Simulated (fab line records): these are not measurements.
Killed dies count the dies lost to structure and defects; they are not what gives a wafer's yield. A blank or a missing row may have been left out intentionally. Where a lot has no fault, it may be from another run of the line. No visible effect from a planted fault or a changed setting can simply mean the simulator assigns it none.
fab line records + flow n5_finfet
record
- lots=12
- wafers=35
- last_day=17
route steps=1938 shown MIM_TOP@1835 MIM_TOP_LITHO@1849 MIM_BOT_LITHO@1862 PASSIVATION@1933 END@1938
lots that met no fault: from a run of the same line without faults
start_h: hours from the record's first day to the start of the lot's first wafer shown + wait_h: hours elapsed since this lot's preceding step + " repeats the value in the row above + L1.1+2: a single row standing in for several wafers + - no value present, or no start provided + * or withheld: withheld + < > ~ a bound
route shown NAME@n: NAME is a module with steps in the file, n the number in the route of the first one + usual: average and standard deviation across the fault-free wafers + same: alike in all rows + chamber/n: place in a boat + sites: per-site readings + _std_site: the standard deviation of these + _edge_site: inner sites' mean taken away from outer sites' mean + radius_mm: for every site, how far away it sits from the centre of the wafer + mask NAME#n: copy n + behind: the last tool/chamber to shape the wafer + hold: the reason the lot was held/the length of the hold in hours/how it ended + device: transistor that didn't switch, given as n, p or np + end of line: tests run on the same wafers once the route is complete + where a step has no rows: the recipe by itself + killed: at the first sort, the dies lost to defects and structure; wafer yield is something else + map: shows each die of a wafer: x if killed, . if not, _ if none is there
set.NAME: the setting as run; set.NAME@STEP: as run at that earlier step + model.NAME: the simulator's own value behind a step, which no gauge read
one table for each step of the route and one row for each wafer, over a sample of lots
services: a tool's chamber out of use, with start hour (start_h, from the record's first day; less than 0 if before it), hours out, and reason
## steps
# step N5_MIM_TOP_ALD_01
# recipe
- material=HfO2
- target_thk_a=56
- temp_c=withheld
- ald_precursor_family=Hf-amide
- ald_co_reactant=O3
- pulse_time_s=1
- purge_time_s=3
- co_reactant_purge_time_s=2
- co_reactant_pulse_time_s=3
- ald_cycles=62
# usual
- precursor_pulse_height_rel=1.001/0.02
| lot.wafer | tool      | chamber | start_h | wait_h | precursor_pulse_height_rel | since_wet_clean_h |
|-----------|-----------|---------|---------|--------|----------------------------|-------------------|
| L887.3    | ald_hk-03 | 2       | -       | -      | 1.029                      | 1125              |
| L887.4    | "         | 3       | "       | "      | 1.042                      | 1125              |
| L887.5    | "         | 1       | "       | "      | 1.014                      | -                 |
| L888.2    | ald_hk-03 | 2       | -       | -      | 0.994                      | 1138              |
| L888.4    | "         | 3       | "       | "      | 0.973                      | 1138              |
| L888.6    | "         | 1       | "       | "      | 0.992                      | -                 |
| L890.1    | ald_hk-02 | 0       | -       | -      | 1.008                      | 228               |
| L890.2    | "         | 1       | "       | "      | 1.009                      | 228               |
| L890.5    | "         | 3       | "       | "      | 1.010                      | -                 |
| L891.1    | ald_hk-02 | 1       | -       | -      | 1.041                      | 240               |
| L891.2    | "         | 2       | "       | "      | 0.968                      | 240               |
| L891.6    | "         | 0       | "       | "      | 0.995                      | -                 |
| L889.2    | ald_hk-01 | 1       | -       | -      | 0.980                      | 2049              |
| L889.5    | "         | 2       | "       | "      | 1.013                      | -                 |
| L889.6    | "         | 3       | "       | "      | 0.990                      | -                 |
| L892.4    | ald_hk-03 | 0       | -       | -      | 1.005                      | 1162              |
| L892.5    | "         | 0       | "       | "      | 0.988                      | -                 |
| L894.2    | ald_hk-01 | 3       | -       | -      | 0.986                      | 2079              |
| L894.4    | "         | 0       | "       | "      | 1.018                      | 2079              |
| L894.6    | "         | 1       | "       | "      | 0.971                      | -                 |
| L896.3    | ald_hk-02 | 1       | -       | -      | 0.936                      | 277               |
| L896.5    | "         | 0       | "       | "      | 1.001                      | -                 |
| L896.6    | "         | 3       | "       | "      | 1.011                      | -                 |
| L897.2    | ald_hk-03 | 1       | -       | -      | 0.994                      | 1188              |
| L897.3    | "         | 0       | "       | "      | 0.970                      | 1188              |
| L897.6    | "         | 3       | "       | "      | 0.988                      | -                 |
| L905.2    | ald_hk-01 | 1       | -       | -      | 1.004                      | 2143              |
| L905.3    | "         | 2       | "       | "      | 1.003                      | 2143              |
| L905.5    | "         | 1       | "       | "      | 1.007                      | -                 |
| L909.3    | ald_hk-01 | 3       | -       | -      | 1.005                      | 2165              |
| L909.5    | "         | 3       | "       | "      | 0.989                      | -                 |
| L909.6    | "         | 0       | "       | "      | 0.975                      | -                 |
| L910.1    | ald_hk-01 | 3       | -       | -      | 1.019                      | 2169              |
| L910.2    | "         | 1       | "       | "      | 0.978                      | 2169              |
| L910.6    | "         | 2       | "       | "      | 1.030                      | -                 |
# step N5_MIM_TOP_LITHO_INSPECT_12
# recipe
- mode=adi
- inspect_instrument=macro
# usual
- raw_defect_count=2.1/1.5
| lot.wafer | tool              | chamber | start_h | wait_h | raw_defect_count |
|-----------|-------------------|---------|---------|--------|------------------|
| L887.3    | defect_inspect-02 | -       | 247.84  | 0.0    | 0                |
| L887.4    | "                 | -       | "       | "      | 0                |
| L887.5    | "                 | -       | "       | "      | 1                |
| L888.2    | defect_inspect-01 | -       | 258.63  | 0.0    | 2                |
| L888.4    | "                 | -       | "       | "      | 4                |
| L888.6    | "                 | -       | "       | "      | 2                |
| L890.1    | defect_inspect-02 | -       | 258.87  | 0.0    | 4                |
| L890.2    | "                 | -       | "       | "      | 1                |
| L890.5    | "                 | -       | "       | "      | 3                |
| L891.1    | defect_inspect-01 | -       | 270.69  | 0.0    | 3                |
| L891.2    | "                 | -       | "       | "      | 1                |
| L891.6    | "                 | -       | "       | "      | 1                |
| L889.2    | defect_inspect-02 | -       | 273.85  | 0.0    | 1                |
| L889.5    | "                 | -       | "       | "      | 2                |
| L889.6    | "                 | -       | "       | "      | 1                |
| L892.4    | defect_inspect-02 | -       | 283.23  | 0.0    | 1                |
| L892.5    | "                 | -       | "       | "      | 3                |
| L894.2    | defect_inspect-02 | -       | 304.33  | 0.0    | 2                |
| L894.4    | "                 | -       | "       | "      | 3                |
| L894.6    | "                 | -       | "       | "      | 3                |
| L896.3    | defect_inspect-01 | -       | 308.10  | 0.0    | 1                |
| L896.5    | "                 | -       | "       | "      | 3                |
| L896.6    | "                 | -       | "       | "      | 1                |
| L897.2    | defect_inspect-01 | -       | 310.26  | 0.0    | 2                |
| L897.3    | "                 | -       | "       | "      | 2                |
| L897.6    | "                 | -       | "       | "      | 1                |
| L905.2    | defect_inspect-01 | -       | 370.85  | 0.0    | 4                |
| L905.3    | "                 | -       | "       | "      | 3                |
| L905.5    | "                 | -       | "       | "      | 2                |
| L909.3    | defect_inspect-02 | -       | 392.12  | 0.0    | 2                |
| L909.5    | "                 | -       | "       | "      | 0                |
| L909.6    | "                 | -       | "       | "      | 5                |
| L910.1    | defect_inspect-01 | -       | 393.36  | 0.0    | 1                |
| L910.2    | "                 | -       | "       | "      | 1                |
| L910.6    | "                 | -       | "       | "      | 2                |
# step N5_MIM_BOT_LITHO_CD_MEAS_08
# recipe
- target_cd_nm=3000
- landing_energy_ev=500
- detector=se_inlens
- polarity=opening
# usual
- cd_nm=3000.9/2.4
| lot.wafer | tool      | chamber | start_h | wait_h | cd_nm  |
|-----------|-----------|---------|---------|--------|--------|
| L887.3    | cd_sem-02 | 0       | 248.53  | -      | 3003.9 |
| L887.4    | "         | 0       | "       | "      | 3000.7 |
| L887.5    | "         | 0       | "       | "      | 3000.7 |
| L888.2    | cd_sem-02 | 0       | 259.43  | -      | 3003.1 |
| L888.4    | "         | 0       | "       | "      | 3002.0 |
| L888.6    | "         | 0       | "       | "      | 2999.0 |
| L890.1    | cd_sem-02 | 0       | 259.75  | -      | 2999.3 |
| L890.2    | "         | 0       | "       | "      | 3001.7 |
| L890.5    | "         | 0       | "       | "      | 3001.1 |
| L891.1    | cd_sem-01 | 0       | 271.49  | -      | 2998.4 |
| L891.2    | "         | 0       | "       | "      | 2995.9 |
| L891.6    | "         | 0       | "       | "      | 3000.6 |
| L889.2    | cd_sem-01 | 0       | 274.65  | -      | 3002.3 |
| L889.5    | "         | 0       | "       | "      | 3001.4 |
| L889.6    | "         | 0       | "       | "      | 3003.6 |
| L892.4    | cd_sem-01 | 0       | 284.24  | -      | 3001.5 |
| L892.5    | "         | 0       | "       | "      | 2999.0 |
| L894.2    | cd_sem-02 | 0       | 305.14  | -      | 2997.9 |
| L894.4    | "         | 0       | "       | "      | 2999.9 |
| L894.6    | "         | 0       | "       | "      | 2996.5 |
| L896.3    | cd_sem-03 | 0       | 308.91  | -      | 2998.1 |
| L896.5    | "         | 0       | "       | "      | 2997.9 |
| L896.6    | "         | 0       | "       | "      | 2999.2 |
| L897.2    | cd_sem-02 | 0       | 311.08  | -      | 3002.2 |
| L897.3    | "         | 0       | "       | "      | 3003.6 |
| L897.6    | "         | 0       | "       | "      | 3000.9 |
| L905.2    | cd_sem-03 | 0       | 371.58  | -      | 3001.9 |
| L905.3    | "         | 0       | "       | "      | 3001.4 |
| L905.5    | "         | 0       | "       | "      | 2998.0 |
| L909.3    | cd_sem-01 | 0       | 392.97  | -      | 3003.6 |
| L909.5    | "         | 0       | "       | "      | 2999.0 |
| L909.6    | "         | 0       | "       | "      | 2998.2 |
| L910.1    | cd_sem-01 | 0       | 394.06  | -      | 3002.9 |
| L910.2    | "         | 0       | "       | "      | 3000.6 |
| L910.6    | "         | 0       | "       | "      | 2997.2 |
# step N5_PASSIVATION_CLEAN_71
# recipe
- chemistry=IPA
- time_s=180
- temp_c=25
| lot.wafer  | tool         | chamber | start_h | wait_h |
|------------|--------------|---------|---------|--------|
| L887.3+4+5 | wet_bench-05 | 7,6,2   | 258.89  | 0.0    |
| L888.2+4+6 | wet_bench-04 | 6,3,1   | 266.33  | 0.0    |
| L890.1+2+5 | wet_bench-06 | 6,3,5   | 266.47  | 0.0    |
| L891.1+2+6 | wet_bench-06 | 5,0,7   | 280.05  | 0.0    |
| L889.2+5+6 | wet_bench-05 | 5,2,7   | 280.57  | 0.0    |
| L892.4+5   | wet_bench-05 | 0,7     | 293.96  | 0.0    |
| L894.2+4+6 | wet_bench-05 | 4,6,7   | 311.04  | 0.0    |
| L896.3+5+6 | wet_bench-05 | 7,0,4   | 317.47  | 0.0    |
| L897.2+3+6 | wet_bench-06 | 6,1,0   | 318.41  | 0.0    |
| L905.2+3+5 | wet_bench-05 | 5,6,2   | 380.99  | 0.0    |
| L909.3+5+6 | wet_bench-04 | 7,6,2   | 399.40  | 0.0    |
| L910.1+2+6 | wet_bench-05 | 3,2,1   | 403.26  | 0.0    |
# step N5_PASSIVATION_PROBE_49
# usual
- defect_limited_yield=91.1/1.5
- killed_at_M0_to_M3=35/11
- killed_at_M4_up=13/5.7
- killed_at_contacts=12/5.7
- killed_at_front_end=40/11
- killed_at_other=4/4.4
- killed_dies=105/18
- killed_open=68/14
- killed_short=34/7.4
- sort_bin_5_function=5.2/1
- sort_bin_6_memory=3.3/0.67
- sort_bin_8_speed=0.04/0.29
- sort_n_pass=1074/18
- sort_yield_pct=91.0/1.5
# same
- gross_dies=1180
- killed_at_back_side=0
- sort_bin_4_leakage[%]=0
| lot.wafer | tool      | chamber | start_h | wait_h | defect_limited_yield[%] | killed_at_M0_to_M3 | killed_at_M4_up | killed_at_contacts | killed_at_front_end | killed_at_other | killed_dies | killed_open | killed_short | sort_bin_5_function[%] | sort_bin_6_memory[%] | sort_bin_8_speed[%] | sort_n_pass | sort_yield_pct[%] |
|-----------|-----------|---------|---------|--------|-------------------------|--------------------|-----------------|--------------------|---------------------|-----------------|-------------|-------------|--------------|------------------------|----------------------|---------------------|-------------|-------------------|
| L891.1    | prober-01 | -       | 282.14  | 0.0    | 88.7                    | 35                 | 13              | 27                 | 56                  | 2               | 133         | 111         | 21           | 7.1                    | 3.9                  | 0                   | 1047        | 88.7              |
| L891.2    | prober-01 | -       | 282.19  | 0.1    | 89.4                    | 34                 | 20              | 19                 | 49                  | 3               | 125         | 80          | 42           | 5.3                    | 4.7                  | 0                   | 1055        | 89.4              |
| L891.6    | prober-01 | -       | 282.39  | 0.3    | 92.5                    | 26                 | 12              | 6                  | 43                  | 2               | 89          | 69          | 20           | 4.6                    | 2.9                  | 0                   | 1091        | 92.5              |
| L892.4    | prober-02 | -       | 296.20  | 0.2    | 90.2                    | 39                 | 17              | 17                 | 43                  | 0               | 116         | 88          | 28           | 5.6                    | 3.8                  | 0                   | 1064        | 90.2              |
| L892.5    | prober-02 | -       | 296.25  | 0.2    | 91.4                    | 41                 | 15              | 6                  | 32                  | 8               | 102         | 64          | 28           | 5.5                    | 3.1                  | 0                   | 1078        | 91.4              |
| L894.2    | prober-01 | -       | 313.18  | 0.1    | 86.2                    | 39                 | 10              | 16                 | 53                  | 45              | 163         | 83          | 30           | 8.3                    | 3.8                  | 0                   | 1017        | 86.2              |
| L894.4    | prober-01 | -       | 313.28  | 0.2    | 81.9                    | 29                 | 17              | 8                  | 50                  | 110             | 214         | 75          | 29           | 11.9                   | 4.1                  | 0                   | 966         | 81.9              |
| L894.6    | prober-01 | -       | 313.38  | 0.3    | 80.5                    | 42                 | 6               | 5                  | 49                  | 128             | 230         | 54          | 46           | 11.6                   | 5.3                  | 0                   | 950         | 80.5              |
| L896.3    | prober-02 | -       | 319.67  | 0.1    | 84.2                    | 24                 | 10              | 6                  | 33                  | 113             | 186         | 47          | 25           | 10.4                   | 3.5                  | 0                   | 994         | 84.2              |
| L896.5    | prober-02 | -       | 319.77  | 0.2    | 83.9                    | 42                 | 12              | 6                  | 42                  | 88              | 190         | 76          | 25           | 10.5                   | 3.7                  | 0                   | 990         | 83.9              |
| L896.6    | prober-02 | -       | 319.82  | 0.3    | 88.6                    | 27                 | 16              | 13                 | 29                  | 50              | 135         | 56          | 30           | 6.9                    | 3.5                  | 0                   | 1045        | 88.6              |
| L897.2    | prober-01 | -       | 320.56  | 0.1    | 91.4                    | 30                 | 9               | 13                 | 48                  | 2               | 102         | 72          | 28           | 5.7                    | 2.8                  | 0                   | 1078        | 91.4              |
| L897.3    | prober-01 | -       | 320.61  | 0.1    | 91.2                    | 26                 | 10              | 5                  | 62                  | 1               | 104         | 77          | 26           | 4.8                    | 3.5                  | 0                   | 1076        | 91.2              |
| L897.6    | prober-01 | -       | 320.76  | 0.3    | 92.9                    | 28                 | 11              | 10                 | 35                  | 0               | 84          | 63          | 20           | 4.2                    | 2.6                  | 0                   | 1096        | 92.9              |
| L909.3    | prober-01 | -       | 401.60  | 0.1    | 91.9                    | 37                 | 14              | 5                  | 35                  | 5               | 96          | 59          | 37           | 5.0                    | 2.9                  | 0.42                | 1079        | 91.4              |
| L909.5    | prober-01 | -       | 401.70  | 0.2    | 92.7                    | 45                 | 1               | 12                 | 24                  | 4               | 86          | 48          | 38           | 3.7                    | 3.1                  | 0                   | 1094        | 92.7              |
| L909.6    | prober-01 | -       | 401.75  | 0.3    | 91.0                    | 35                 | 14              | 7                  | 46                  | 4               | 106         | 64          | 41           | 5.2                    | 3.4                  | 0                   | 1074        | 91.0              |
# killed by level:class
L891.1 MOL_CONTACT_COAG:geometric_particle:open=24 STI_FIN_REVEAL:geometric_particle:open=18 FIN_SAQP:geometric_particle:open=16 BEOL_M2:geometric_particle:open=10 BEOL_M1:geometric_particle:open=9 FIN_SAQP:geometric_particle:short=6 BEOL_M0_SAQP:geometric_particle:open=6 BEOL_M0_SAQP:geometric_particle:short=5
L891.2 MOL_CONTACT_COAG:geometric_particle:open=14 FIN_SAQP:geometric_particle:short=11 STI_FIN_REVEAL:geometric_particle:open=11 BEOL_M1:geometric_particle:open=10 BEOL_M0_SAQP:geometric_particle:open=7 BEOL_M4:geometric_particle:open=7 BEOL_M0_SAQP:geometric_particle:short=6 MOL_CONTACT_COAG:geometric_particle:short=5
L891.6 STI_FIN_REVEAL:geometric_particle:open=16 DUMMY_GATE:geometric_particle:open=7 BEOL_M0_SAQP:geometric_particle:open=7 FIN_SAQP:geometric_particle:open=6 MOL_CONTACT_COAG:geometric_particle:open=6 BEOL_M0_SAQP:geometric_particle:short=6 BEOL_M3:geometric_particle:open=5 STI_FIN_REVEAL:geometric_particle:short=4
L892.4 MOL_CONTACT_COAG:geometric_particle:open=17 BEOL_M0_SAQP:geometric_particle:open=10 BEOL_M3:geometric_particle:open=10 FIN_SAQP:geometric_particle:open=9 BEOL_M4:geometric_particle:open=9 STI_FIN_REVEAL:geometric_particle:open=8 BEOL_M0:geometric_particle:open=7 GATE_CUT:geometric_particle:short=6
L892.5 BEOL_M3:geometric_particle:open=9 BEOL_M0_SAQP:geometric_particle:open=8 MIM_TOP_ETCH:area_etch=8 STI_FIN_REVEAL:geometric_particle:open=7 FIN_SAQP:geometric_particle:open=6 BEOL_M2:geometric_particle:open=6 STARTING-WAFER:geometric_particle:open=6 MOL_CONTACT_COAG:geometric_particle:open=5
L894.2 PASSIVATION:unspecified=44 MOL_CONTACT_COAG:geometric_particle:open=16 FIN_SAQP:geometric_particle:open=14 STI_FIN_REVEAL:geometric_particle:open=11 BEOL_M3:geometric_particle:open=10 BEOL_M0_SAQP:geometric_particle:open=10 BEOL_M0_SAQP:geometric_particle:short=6 GATE_CUT:geometric_particle:open=5
L894.4 PASSIVATION:unspecified=108 FIN_SAQP:geometric_particle:open=14 BEOL_M3:geometric_particle:open=9 STI_FIN_REVEAL:geometric_particle:open=8 BEOL_M4:geometric_particle:open=8 FIN_SAQP:geometric_particle:short=6 BEOL_M2:geometric_particle:open=6 STARTING-WAFER:geometric_particle:open=6
L894.6 PASSIVATION:unspecified=125 FIN_SAQP:geometric_particle:short=18 BEOL_M0_SAQP:geometric_particle:short=8 FIN_SAQP:geometric_particle:open=7 BEOL_M0_SAQP:geometric_particle:open=7 BEOL_M3:geometric_particle:open=7 BEOL_M1:geometric_particle:open=6 DUMMY_GATE:geometric_particle:open=4
L896.3 PASSIVATION:unspecified=113 FIN_SAQP:geometric_particle:open=9 GATE_CUT:geometric_particle:short=7 BEOL_M0_SAQP:geometric_particle:open=7 STI_FIN_REVEAL:geometric_particle:open=6 BEOL_M0_SAQP:geometric_particle:short=6 MOL_CONTACT_COAG:geometric_particle:open=5 ILD0:geometric_particle:open=4
L896.5 PASSIVATION:unspecified=77 BEOL_M2:geometric_particle:open=17 STI_FIN_REVEAL:geometric_particle:open=15 PASSIVATION:area_etch=11 BEOL_M0_SAQP:geometric_particle:open=9 FIN_SAQP:geometric_particle:open=7 BEOL_M0_SAQP:geometric_particle:short=7 MOL_CONTACT_COAG:geometric_particle:open=6
L896.6 PASSIVATION:unspecified=48 MOL_CONTACT_COAG:geometric_particle:open=11 FIN_SAQP:geometric_particle:open=9 BEOL_M0_SAQP:geometric_particle:short=8 BEOL_M0_SAQP:geometric_particle:open=7 FIN_SAQP:geometric_particle:short=5 BEOL_M2:geometric_particle:open=5 STI_FIN_REVEAL:geometric_particle:open=4
L897.2 STI_FIN_REVEAL:geometric_particle:open=22 MOL_CONTACT_COAG:geometric_particle:open=11 BEOL_M0_SAQP:geometric_particle:short=8 BEOL_M0_SAQP:geometric_particle:open=6 BEOL_M1:geometric_particle:open=6 DUMMY_GATE:geometric_particle:open=5 BEOL_M2:geometric_particle:open=5 FIN_SAQP:geometric_particle:open=4
L897.3 STI_FIN_REVEAL:geometric_particle:open=31 FIN_SAQP:geometric_particle:open=11 STI_FIN_REVEAL:geometric_particle:short=7 BEOL_M0_SAQP:geometric_particle:short=7 BEOL_M0_SAQP:geometric_particle:open=5 BEOL_M1:geometric_particle:open=5 DUMMY_GATE:geometric_particle:open=4 FIN_CUT:geometric_particle:short=3
L897.6 STI_FIN_REVEAL:geometric_particle:open=10 MOL_CONTACT_COAG:geometric_particle:open=9 BEOL_M2:geometric_particle:open=9 BEOL_M0_SAQP:geometric_particle:short=8 DUMMY_GATE:geometric_particle:open=7 BEOL_M0_SAQP:geometric_particle:open=6 BEOL_M5:geometric_particle:open=4 STARTING-WAFER:geometric_particle:open=4
L909.3 STI_FIN_REVEAL:geometric_particle:open=8 BEOL_M0_SAQP:geometric_particle:short=7 BEOL_M1:geometric_particle:open=6 DUMMY_GATE:geometric_particle:open=6 GATE_CUT:geometric_particle:open=5 BEOL_M0:geometric_particle:short=5 BEOL_M2:geometric_particle:open=5 GATE_CUT:geometric_particle:short=4
L909.5 MOL_CONTACT_COAG:geometric_particle:open=11 BEOL_M0:geometric_particle:short=10 BEOL_M0_SAQP:geometric_particle:short=7 BEOL_M2:geometric_particle:short=7 BEOL_M3:geometric_particle:open=7 DUMMY_GATE:geometric_particle:open=6 FIN_SAQP:geometric_particle:short=4 STI_FIN_REVEAL:geometric_particle:open=4
L909.6 STI_FIN_REVEAL:geometric_particle:open=13 BEOL_M1:geometric_particle:open=10 STARTING-WAFER:geometric_particle:short=7 FIN_SAQP:geometric_particle:open=6 MOL_CONTACT_COAG:geometric_particle:open=6 BEOL_M0_SAQP:geometric_particle:short=6 BEOL_M0_SAQP:geometric_particle:open=5 BEOL_M3:geometric_particle:open=5
# step N5_PASSIVATION_INSPECT_57
# recipe
- inspect_instrument=macro
- mode=outgoing
# usual
- raw_defect_count=1.9/1.5
| lot.wafer | tool              | chamber | start_h | wait_h | raw_defect_count |
|-----------|-------------------|---------|---------|--------|------------------|
| L887.3    | defect_inspect-01 | -       | 262.09  | 0.0    | 1                |
| L887.4    | "                 | -       | "       | "      | 3                |
| L887.5    | "                 | -       | "       | "      | 2                |
| L888.2    | defect_inspect-01 | -       | 268.79  | 0.0    | 2                |
| L888.4    | "                 | -       | "       | "      | 1                |
| L888.6    | "                 | -       | "       | "      | 3                |
| L890.1    | defect_inspect-01 | -       | 269.09  | 0.0    | 2                |
| L890.2    | "                 | -       | "       | "      | 2                |
| L890.5    | "                 | -       | "       | "      | 0                |
| L891.1    | defect_inspect-02 | -       | 282.49  | 0.0    | 1                |
| L891.2    | "                 | -       | "       | "      | 3                |
| L891.6    | "                 | -       | "       | "      | 0                |
| L889.2    | defect_inspect-02 | -       | 283.02  | 0.0    | 2                |
| L889.5    | "                 | -       | "       | "      | 2                |
| L889.6    | "                 | -       | "       | "      | 3                |
| L892.4    | defect_inspect-02 | -       | 296.41  | 0.0    | 3                |
| L892.5    | "                 | -       | "       | "      | 1                |
| L894.2    | defect_inspect-02 | -       | 313.48  | 0.0    | >300             |
| L894.4    | "                 | -       | "       | "      | >300             |
| L894.6    | "                 | -       | "       | "      | >300             |
| L896.3    | defect_inspect-02 | -       | 319.92  | 0.0    | >300             |
| L896.5    | "                 | -       | "       | "      | >300             |
| L896.6    | "                 | -       | "       | "      | >300             |
| L897.2    | defect_inspect-01 | -       | 320.86  | 0.0    | 2                |
| L897.3    | "                 | -       | "       | "      | 2                |
| L897.6    | "                 | -       | "       | "      | 3                |
| L905.2    | defect_inspect-02 | -       | 383.45  | 0.0    | 1                |
| L905.3    | "                 | -       | "       | "      | 3                |
| L905.5    | "                 | -       | "       | "      | 1                |
| L909.3    | defect_inspect-02 | -       | 401.85  | 0.0    | 5                |
| L909.5    | "                 | -       | "       | "      | 1                |
| L909.6    | "                 | -       | "       | "      | 1                |
| L910.1    | defect_inspect-02 | -       | 405.72  | 0.0    | 3                |
| L910.2    | "                 | -       | "       | "      | 1                |
| L910.6    | "                 | -       | "       | "      | 1                |
## services
| tool         | chamber | start_h | hours | kind   |
|--------------|---------|---------|-------|--------|
| ald_hk-01    | -       | 242.60  | 6.0   | pm     |
| ald_hk-01    | -       | 254.15  | 2.8   | pm     |
| ald_hk-01    | -       | 289.20  | 4.0   | repair |
| ald_hk-02    | -       | 309.37  | 0.5   | repair |
| ald_hk-02    | -       | 346.78  | 1.0   | repair |
| wet_bench-04 | -       | 355.03  | 1.3   | repair |
## key
first_sign
- step=N5_PASSIVATION_PROBE_49
- reading=killed_at_other
- direction=up
- sigmas=19
- usual=4
- struck=89
effect
- step=N5_PASSIVATION_PROBE_49
- reading=defect_limited_yield
- direction=down
- sigmas=4.6
- usual=91.1
- struck=84.2
effect
- step=N5_PASSIVATION_INSPECT_57
- reading=raw_defect_count
- direction=up
- sigmas=99+
- usual=1.9
- struck=>300
more_kills_born_at
- N5_PASSIVATION_CLEAN_71@wet_bench-05=515
met_at N5_PASSIVATION_CLEAN_71
struck_lots L894,L896
baseline_loss
- step=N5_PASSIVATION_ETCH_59
- wafers=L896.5
not_acting_at N5_MIM_TOP_ALD_01,N5_MIM_TOP_LITHO_INSPECT_12,N5_MIM_BOT_LITHO_CD_MEAS_08
onset_between 293.96 311.04
fault
- kind=chamber_particle_source
- tool=wet_bench-05
- chamber=-
- onset_h=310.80
- steps=N5_PASSIVATION_CLEAN_71
- rate_per_visit_cm2=0.72531
- end_h=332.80
# baseline_loss: these wafers lose ten dies or more at that step, a loss of the line's own and not of a fault; the sort's usual values leave them out
